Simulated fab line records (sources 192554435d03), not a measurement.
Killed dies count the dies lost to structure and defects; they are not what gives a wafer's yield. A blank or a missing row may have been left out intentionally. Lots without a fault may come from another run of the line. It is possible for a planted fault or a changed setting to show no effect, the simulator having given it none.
Chamber matching    flow n5_finfet    rie_diel-06 running N5_HKMG_FIN_STRIP_93: 4 sister chambers
The step strips SOC in N2/H2, time 20 s. 8 wafers are shown with their chamber, then 7 later ones without.

## WAFERS WITH THEIR CHAMBER
wafer   chamber  showerhead_plenum_p_Torr (Torr)  drypump_motor_current_A (A)
L083.6  0        3.38                             5.4
L089.4  2        3.55                             5.3
L089.6  3        3.43                             5.1
L090.1  1        3.19                             6.1
L090.2  2        3.55                             5.3
L090.3  0        3.38                             5.3
L094.2  3        3.43                             5.2
L094.3  1        3.18                             6.2

## WAFERS MISSING THEIR CHAMBER
wafer   showerhead_plenum_p_Torr (Torr)  drypump_motor_current_A (A)
L094.6  3.37                             5.4
L095.2  3.37                             5.3
L095.4  3.54                             5.3
L095.5  3.18                             6.2
L097.2  3.54                             5.3
L097.3  3.42                             5.1
L097.5  3.54                             5.3

## WHICH CHAMBER EACH WENT THROUGH
wafer   from the rows above  in truth
L094.6  0                    0
L095.2  0                    0
L095.4  2                    2
L095.5  1                    1
L097.2  2                    2
L097.3  3                    3
L097.5  2                    2
Correct placement for 7 of the 7. Number that these rows cannot place: 0. Placed wrongly: 0.
How it was worked out, from the rows above alone: a wafer's distance from a chamber is the root of the sum, over the readings, of the square of ((its reading less the chamber's mean) divided by the reading's scatter). The wafer belongs to the nearest chamber; if the next one is less than 2 further off, it can't be placed. A chamber's mean is the mean of its shown wafers. The scatter: the root of (the sum of the squares of (reading less its chamber's mean) over the shown wafers, divided by (wafers less chambers)).
